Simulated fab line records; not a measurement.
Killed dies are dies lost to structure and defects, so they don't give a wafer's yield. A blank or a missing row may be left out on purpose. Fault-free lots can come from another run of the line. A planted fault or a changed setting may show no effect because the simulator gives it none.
fab line records	flow n5Finfet
record lots=12	wafers=34	lastDay=19
route steps=1938 shown PMOS_HMC_CHANNEL_EPI@71 FIN_SAQP@94 PASSIVATION@1936
lots with no fault: from the same line, run without faults
startH: start of the lot's first displayed wafer, in hours after the record's first day	waitH: hours since the lot's step before	" repeats the value in the row above	L1.1+2: a single row standing in for several wafers	- no value, or no start given	* or withheld: withheld	< > ~ a bound
route shown NAME@n: NAME is a module with steps in the file, n the number in the route of the first one	usual: mean/standard deviation taken from wafers without a fault	same: alike in all rows	chamber/n: place in a boat	sites: each site's reading	_std_site: standard deviation of those values	_edge_site: outer sites' mean less inner sites'	radiusMm: for every site, how far away it sits from the centre of the wafer	mask NAME#n: copy n	behind: tool/chamber where the wafer was last shaped	hold: the reason the lot was held/the length of the hold in hours/how it ended	device: the n, p or np transistor that did not switch	end of line: the tests these same wafers got at the end of their route	a step without rows: its recipe alone	killed: not the wafer's yield, but the dies lost to structure and defects at the first sort	map: a wafer's dies, x killed, . not, _ none there
set.NAME: the setting as run; set.NAME@STEP: as run at that earlier step	model.NAME: the simulator's own value behind a step, which no gauge read
steps of the route over a sample of lots; a table a step, a row a wafer
services: a tool's chamber out of use, with start hour (startH, from the record's first day; less than 0 if before it), hours out, and reason
## steps
# step N5_PMOS_HMC_CHANNEL_EPI_STRIP_33
# recipe chemistry=N2/H2	powerW=500	tempC=40	pressureMtorr=50	rfFrequencyHz=6e+07	overashFraction=0.3	biasPowerW=8	h2Frac=0.5	n2FlowSccm=300	h2FlowSccm=300
# usual drypumpMotorCurrentA=5.9/0.61	oesProductAu=0.80/0.077	rfVppV=54.1/1.7	showerheadPlenumPTorr=3.37/0.1	throttleValvePct=19.0/0.36
lot.wafer	tool	chamber	startH	waitH	drypumpMotorCurrentA	oesProductAu	rfHoursCounterH	rfVppV	showerheadPlenumPTorr	throttleValvePct
L762.1	rieDiel-06	1	18.24	0.0	6.0	0.75	156	52.9	3.50	19.4
L762.3	"	2	"	"	5.7	0.80	92	55.7	3.26	19.0
L762.5	"	1	"	"	6.0	0.75	-	56.6	3.50	19.4
L763.1	rieDiel-06	2	23.38	0.0	5.7	0.80	93	54.9	3.26	19.0
L763.3	"	1	"	"	6.0	0.74	158	54.7	3.50	19.4
L763.6	"	0	"	"	6.5	0.70	-	55.6	3.46	19.5
L764.2	rieDiel-06	1	29.92	0.0	6.1	0.75	160	55.8	3.50	19.4
L764.3	"	2	"	"	5.7	0.80	95	50.3	3.25	19.0
L764.5	"	0	"	"	6.5	0.71	-	55.8	3.45	19.5
L765.2	rieDiel-02	0	35.90	0.0	5.4	0.96	9	53.7	3.44	18.8
L765.4	"	3	"	"	6.8	0.85	54	51.6	3.30	19.7
L765.6	"	3	"	"	6.8	0.86	-	52.3	3.30	19.7
L766.1	rieDiel-06	3	41.41	0.0	5.0	0.78	113	52.8	3.38	18.8
L766.4	"	2	"	"	5.7	0.81	99	52.7	3.25	19.0
L766.6	"	0	"	"	6.5	0.71	-	53.9	3.45	19.5
L768.3	rieDiel-02	2	54.09	0.0	6.5	0.87	39	55.5	3.29	18.7
L768.4	"	0	"	"	5.4	0.95	13	56.0	3.44	18.7
L771.3	rieDiel-04	1	72.04	0.0	5.1	0.94	-	53.8	3.42	18.8
L771.5	"	2	"	"	5.2	0.73	-	56.5	3.20	18.4
L776.1	rieDiel-04	2	101.32	0.0	5.2	0.73	172	52.2	3.20	18.4
L776.2	"	3	"	"	5.6	0.80	100	54.1	3.24	19.1
L776.5	"	2	"	"	5.2	0.72	-	54.1	3.20	18.4
L782.3	rieDiel-04	2	137.51	0.0	5.2	0.70	183	53.8	3.19	18.4
L782.4	"	3	"	"	5.6	0.79	111	53.9	3.23	19.2
L782.5	"	1	"	"	5.1	0.89	-	55.5	3.41	18.9
L783.1	rieDiel-02	0	143.69	0.0	5.4	0.89	41	56.9	3.42	18.8
L783.3	"	1	"	"	6.4	0.74	150	54.9	3.51	18.7
L783.4	"	2	"	"	6.5	0.81	66	53.2	3.27	18.7
L784.1	rieDiel-02	2	149.70	0.0	6.5	0.82	68	52.9	3.27	18.8
L784.3	"	1	"	"	6.4	0.73	152	52.8	3.51	18.7
L784.4	"	0	"	"	5.4	0.88	44	52.7	3.42	18.8
L785.1	rieDiel-06	0	156.75	0.0	6.5	0.96	6	56.0	3.44	19.1
L785.3	"	2	"	"	5.7	0.76	130	50.0	3.24	19.0
L785.6	"	3	"	"	4.9	0.75	-	55.4	3.37	18.9
# step N5_FIN_SAQP_ALD_61
# recipe material=SiO2	targetThkA=40	tempC=300	aldPrecursorFamily=BDEAS	aldCoReactant=O2-plasma	pulseTimeS=1	purgeTimeS=2	coReactantPurgeTimeS=2	aldCycles=43	pressureTorr=2
# usual aldCycles=43/0	heaterPowerW=463/39	precursorPulseHeightRel=1.001/0.021
lot.wafer	tool	chamber	startH	waitH	aldCycles	heaterPowerW	precursorPulseHeightRel
L762.1	aldSin-03	0	21.24	0.0	43	396	1.014
L762.3	"	3	"	"	43	492	0.958
L762.5	"	3	"	"	43	520	1.010
L763.1	aldSin-03	2	27.08	0.0	43	536	0.967
L763.3	"	3	"	"	43	518	0.992
L763.6	"	0	"	"	43	407	0.999
L764.2	aldSin-04	0	33.82	0.0	43	460	1.005
L764.3	"	1	"	"	43	416	0.986
L764.5	"	1	"	"	43	425	1.015
L765.2	aldSin-04	3	39.81	0.0	43	420	1.009
L765.4	"	1	"	"	43	421	1.018
L765.6	"	2	"	"	43	468	1.033
L766.1	aldSin-03	0	47.35	1.2	43	402	1.052
L766.4	"	3	"	"	43	523	0.989
L766.6	"	2	"	"	43	521	1.000
L768.3	aldSin-04	2	57.03	0.2	47	454	0.978
L768.4	"	0	"	"	43	470	1.003
L771.3	aldSin-04	3	76.87	0.0	47	421	0.982
L771.5	"	2	"	"	47	475	1.010
L776.1	aldSin-03	1	104.17	0.0	43	486	0.988
L776.2	"	0	"	"	43	405	1.016
L776.5	"	1	"	"	43	499	0.990
L782.3	aldSin-03	3	140.36	0.0	43	518	1.020
L782.4	"	2	"	"	43	537	0.997
L782.5	"	0	"	"	43	410	0.989
L783.1	aldSin-03	1	146.42	0.0	43	486	0.987
L783.3	"	3	"	"	43	505	1.042
L783.4	"	0	"	"	43	405	0.999
L784.1	aldSin-01	3	152.93	0.0	43	450	1.013
L784.3	"	1	"	"	43	437	0.971
L784.4	"	2	"	"	43	487	1.004
L785.1	aldSin-03	1	159.48	0.0	43	494	1.006
L785.3	"	0	"	"	43	398	1.019
L785.6	"	0	"	"	43	396	1.027
# step N5_FIN_SAQP_DENSIFY_62
# recipe tempC=700	timeS=60	ambient=N2	idleTempC=600	rampUpCPerS=150	rampDownCPerS=60	coolToC=600
# usual lampPowerPct=9.85/0.054	lamp_zone_1_pct=9.845/0.0091	lamp_zone_6_pct=9.769/0.01	wafer_temp_C_max=703.3/0.59
lot.wafer	tool	chamber	startH	waitH	lampPowerPct	lamp_zone_1_pct	lamp_zone_6_pct	wafer_temp_C_max
L762.1	rtpAnneal-01	0	21.44	0.1	9.83	9.847	9.778	702.3
L762.3	"	0	"	"	9.74	9.829	9.778	702.9
L762.5	"	0	"	"	9.84	9.836	9.780	703.3
L763.1	rtpAnneal-02	0	27.28	0.1	9.84	9.843	9.772	703.5
L763.3	"	0	"	"	9.81	9.843	9.793	703.2
L763.6	"	0	"	"	9.80	9.851	9.759	704.5
L764.2	rtpAnneal-01	0	34.05	0.1	9.78	9.848	9.773	704.0
L764.3	"	0	"	"	9.92	9.845	9.768	703.2
L764.5	"	0	"	"	9.85	9.856	9.780	703.3
L765.2	rtpAnneal-01	0	40.29	0.4	9.90	9.834	9.780	703.7
L765.4	"	0	"	"	9.92	9.853	9.774	702.9
L765.6	"	0	"	"	9.87	9.841	9.783	703.5
L766.1	rtpAnneal-02	0	47.55	0.1	9.90	9.856	9.766	702.3
L766.4	"	0	"	"	9.79	9.832	9.770	702.2
L766.6	"	0	"	"	9.85	9.822	9.767	702.8
L768.3	rtpAnneal-02	0	57.45	0.3	9.79	9.854	9.745	703.0
L768.4	"	0	"	"	9.84	9.852	9.759	703.4
L771.3	rtpAnneal-02	0	77.14	0.2	9.81	9.834	9.782	702.5
L771.5	"	0	"	"	9.83	9.853	9.772	702.9
L776.1	rtpAnneal-01	0	104.38	0.1	9.86	9.840	9.771	702.9
L776.2	"	0	"	"	9.91	9.834	9.761	702.6
L776.5	"	0	"	"	9.86	9.851	9.749	703.3
L782.3	rtpAnneal-02	0	140.62	0.2	9.83	9.836	9.763	703.5
L782.4	"	0	"	"	10.03	9.836	9.756	702.6
L782.5	"	0	"	"	9.95	9.840	9.776	702.6
L783.1	rtpAnneal-01	0	146.63	0.1	9.77	9.859	9.781	703.4
L783.3	"	0	"	"	9.83	9.837	9.774	703.3
L783.4	"	0	"	"	9.85	9.853	9.772	702.8
L784.1	rtpAnneal-02	0	153.13	0.1	9.88	9.847	9.764	702.9
L784.3	"	0	"	"	9.82	9.847	9.765	703.1
L784.4	"	0	"	"	9.89	9.838	9.772	703.1
L785.1	rtpAnneal-02	0	159.68	0.1	9.89	9.851	9.765	703.3
L785.3	"	0	"	"	9.92	9.848	9.779	703.6
L785.6	"	0	"	"	9.82	9.848	9.761	703.4
# step N5_FIN_SAQP_OVL_MEAS_17
# recipe pointsPerWafer=44
# usual FIN_CORE_OVL=0.4/0.84
lot.wafer	tool	chamber	startH	waitH	FIN_CORE_OVL[nm]
L762.1	overlay-01	0	22.50	0.0	-0.6
L762.3	"	0	"	"	-0.4
L762.5	"	0	"	"	-0.4
L763.1	overlay-02	0	28.34	0.0	0.8
L763.3	"	0	"	"	0.5
L763.6	"	0	"	"	-0.3
L764.2	overlay-01	0	35.12	0.0	-0.6
L764.3	"	0	"	"	1.0
L764.5	"	0	"	"	0.0
L765.2	overlay-02	0	41.34	0.0	0.1
L765.4	"	0	"	"	-0.6
L765.6	"	0	"	"	-0.3
L766.1	overlay-02	0	48.63	0.0	0.3
L766.4	"	0	"	"	1.5
L766.6	"	0	"	"	0.3
L768.3	overlay-01	0	58.43	0.0	0.2
L768.4	"	0	"	"	0.4
L771.3	overlay-01	0	78.18	0.0	0.1
L771.5	"	0	"	"	-0.6
L776.1	overlay-02	0	105.35	0.0	0.1
L776.2	"	0	"	"	0.6
L776.5	"	0	"	"	0.4
L782.3	overlay-02	0	141.60	0.0	1.4
L782.4	"	0	"	"	0.9
L782.5	"	0	"	"	1.9
L783.1	overlay-02	0	147.67	0.0	1.4
L783.3	"	0	"	"	0.5
L783.4	"	0	"	"	0.0
L784.1	overlay-02	0	154.17	0.0	0.1
L784.3	"	0	"	"	-0.3
L784.4	"	0	"	"	0.9
L785.1	overlay-01	0	160.78	0.0	0.8
L785.3	"	0	"	"	0.4
L785.6	"	0	"	"	0.8
# step N5_PASSIVATION_PROBE_49
# usual killed_at_M0_to_M3=33/11	killed_at_M4_up=14/5	killedAtContacts=11/7.3	killedAtFrontEnd=43/12	killedAtOther=4/3.1	killedDies=106/17	killedOpen=69/13	killedShort=34/8.7
# same grossDies=1180	killedAtBackSide=0
lot.wafer	tool	chamber	startH	waitH	killed_at_M0_to_M3	killed_at_M4_up	killedAtContacts	killedAtFrontEnd	killedAtOther	killedDies	killedOpen	killedShort
L771.3	prober-01	-	366.06	0.1	34	9	15	31	7	96	70	26
# killed by level:class
L771.3 MOL_CONTACT_COAG:geometricParticle:open=10 BEOL_M1:geometricParticle:open=10 STI_FIN_REVEAL:geometricParticle:open=8 FIN_SAQP:geometricParticle:open=6 MOL_CONTACT_COAG:geometricParticle:short=5 BEOL_M2:geometricParticle:open=5 BEOL_M3:geometricParticle:open=5 BEOL_M4:geometricParticle:open=5
## services
tool	chamber	startH	hours	kind
aldSin-03	-	-4.27	14.0	pm
aldSin-03	0	-4.27	14.0	ventCycle
aldSin-03	1	-4.27	14.0	ventCycle
aldSin-03	2	-4.27	14.0	ventCycle
aldSin-03	3	-4.27	14.0	ventCycle
aldSin-01	-	1.03	0.5	repair
rieDiel-02	2	1.35	26.8	repair
aldSin-03	0	9.73	-	clean
aldSin-03	1	9.73	-	clean
aldSin-03	2	9.73	-	clean
aldSin-03	3	9.73	-	clean
aldSin-01	1	10.81	1.3	repair
rieDiel-04	0	17.51	10.0	repair
rieDiel-04	2	25.21	8.7	repair
rieDiel-04	1	34.29	-	clean
rieDiel-04	1	34.29	-	consumableReplace:focusRing
rieDiel-04	3	65.13	6.8	repair
rieDiel-06	0	116.68	-	clean
rieDiel-06	0	116.68	-	consumableReplace:focusRing
rieDiel-06	0	116.68	24.2	scheduledDown
rieDiel-06	0	116.68	24.2	ventCycle
rieDiel-02	3	119.82	11.3	repair
rieDiel-02	-	136.73	2.7	repair
rieDiel-04	-	153.50	0.6	repair
## key
firstSign step=N5_FIN_SAQP_ALD_61	reading=aldCycles	direction=up	sigmas=99+	usual=*	struck=*
effect none on later readings
metAt N5_FIN_SAQP_ALD_61
struckLots L768,L771
struckWafers L768.3,L771.3,L771.5
testerLeftOut L768,L771
notActingAt N5_PMOS_HMC_CHANNEL_EPI_STRIP_33,N5_FIN_SAQP_DENSIFY_62,N5_FIN_SAQP_OVL_MEAS_17
onsetBetween 39.81 57.03
fault kind=processParameterDrift	tool=aldSin-04	chamber=-	onsetH=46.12	steps=N5_FIN_SAQP_ALD_61	channel=aldCycles	offset=*	shape=step	endH=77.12	scope=struckWafersOnly	actsIn=*	stated=*
# testerLeftOut: of these lots the tester's yield and bins aren't shown, on N5 and GAA mostly nor the transistor test; their killed dies are dies lost to structure and defects alone, not to doping, threshold or leakage, so they don't give the yield
